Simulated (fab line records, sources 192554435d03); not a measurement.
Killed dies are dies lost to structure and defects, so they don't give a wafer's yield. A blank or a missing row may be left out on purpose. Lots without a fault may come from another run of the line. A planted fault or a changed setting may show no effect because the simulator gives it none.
Split-lot experiment | flow n5_finfet | 7 lots, 21 wafers read, on a route of 1938 steps

THE SPLIT
At N5_BEOL_M15_ILD_DEP_00 (deposits SiO2 from TEOS/O2, target thk 1629.3 nm, time 346.1 s), the setting time_s was moved away from the recipe's 346.1 s on 6 of the 21 wafers read, by -14.0% to +8.6%. The other wafers ran this setting at the recipe's value.

The file shows no step between the split and the reading.

THE READING
M15_ILD_THK, in nm, at N5_BEOL_M15_THK_MEAS_01. Fault-free wafers of this fab line usually give 1623 nm, standard deviation 25 nm.

wafer  | tool, chamber at the split | time_s as run, s | against the recipe | M15_ILD_THK, nm | against lot-mates on the recipe
L074.1 | pecvd-03, 2                | 346.1            | recipe             | 1597            | -
L074.3 | pecvd-03, 0                | 346.1            | recipe             | 1578            | -
L074.6 | pecvd-03, 1                | 346.1            | recipe             | 1627            | -
L080.2 | pecvd-03, 2                | 346.1            | recipe             | 1567            | -
L080.3 | pecvd-03, 1                | 346.1            | recipe             | 1585            | -
L080.5 | pecvd-03, 0                | 346.1            | recipe             | 1609            | -
L091.3 | pecvd-02, 0                | 376              | +8.6%              | 1784            | +128
L091.4 | pecvd-02, 1                | 376              | +8.6%              | 1811            | +155
L091.5 | pecvd-02, 0                | 346.1            | recipe             | 1656            | -
L089.2 | pecvd-02, 1                | 366.3            | +5.8%              | 1725            | +100
L089.4 | pecvd-02, 2                | 346.1            | recipe             | 1625            | -
L089.6 | pecvd-02, 0                | 366.3            | +5.8%              | 1790            | +165
L092.3 | pecvd-01, 0                | 346.1            | recipe             | 1659            | -
L092.4 | pecvd-01, 2                | 346.1            | recipe             | 1636            | -
L092.6 | pecvd-01, 2                | 346.1            | recipe             | 1635            | -
L093.1 | pecvd-03, 2                | 346.1            | recipe             | 1654            | -
L093.4 | pecvd-03, 2                | 346.1            | recipe             | 1673            | -
L093.5 | pecvd-03, 1                | 346.1            | recipe             | 1685            | -
L097.1 | pecvd-03, 0                | 297.5            | -14.0%             | 1384            | -232
L097.4 | pecvd-03, 1                | 346.1            | recipe             | 1616            | -
L097.5 | pecvd-03, 2                | 297.5            | -14.0%             | 1403            | -213

THE FIT
A straight line over all 21 wafers: M15_ILD_THK changes by +18 nm for each +1% of time_s; r = +0.95; the points scatter about the line by 34 nm.
The same after taking each lot's own level away (the mean of its wafers on the recipe; 21 wafers): +16.7 nm for each +1%; r = +0.98; scatter 21 nm.
On that fit, the largest move of time_s shifts the reading by 2.3e+02 nm.
The lots' own levels span 1587.0 to 1670.7 nm, that is 3.3 times the standard deviation above.
So the lot-to-lot level changes the slope little: the two slopes agree.
Check: with one of the wafers moved furthest among these (-14.0%) left out of the fit, the line predicts -230 nm for it against its lot-mates. It came out at -232 nm against them.

OTHER SPLITS ON THESE WAFERS
These wafers also went through other splits before the reading. Each is held against what the fit with the lots' levels taken away leaves over:
other split on the same wafers    | wafers away from the commonest value | r with M15_ILD_THK (lot level and that fit taken away)
N5_BEOL_M14_TRENCH_ETCH_34 time_s | 5                                    | -0.08

THE WHOLE CHAIN: every reading that the file lists as answering this split, in the file's order
step                    | what it does                                                   | reading                                                                             | change (the file's fit)              | r (the file's)
N5_BEOL_M15_ILD_DEP_00  | deposits SiO2 from TEOS/O2, target thk 1629.3 nm, time 346.1 s | SiO2_of_BEOL_M15_ILD_DEP_00.thk_nm (the simulator's own value, which no gauge read) | +16.7 nm for each +1% of the setting | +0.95
N5_BEOL_M15_THK_MEAS_01 |                                                                | M15_ILD_THK                                                                         | +16.7 for each +1% of the setting    | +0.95
N5_BEOL_M15_VIA_ETCH_16 | etches SiO2 in C4F8/O2/Ar, target depth 1792.2 nm              | etch.depth_nm (the simulator's own value, which no gauge read)                      | +16.7 nm for each +1% of the setting | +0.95

THE FILE'S OWN FIT
M15_ILD_THK changes by +16.7 nm for each +1% of time_s, r = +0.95.
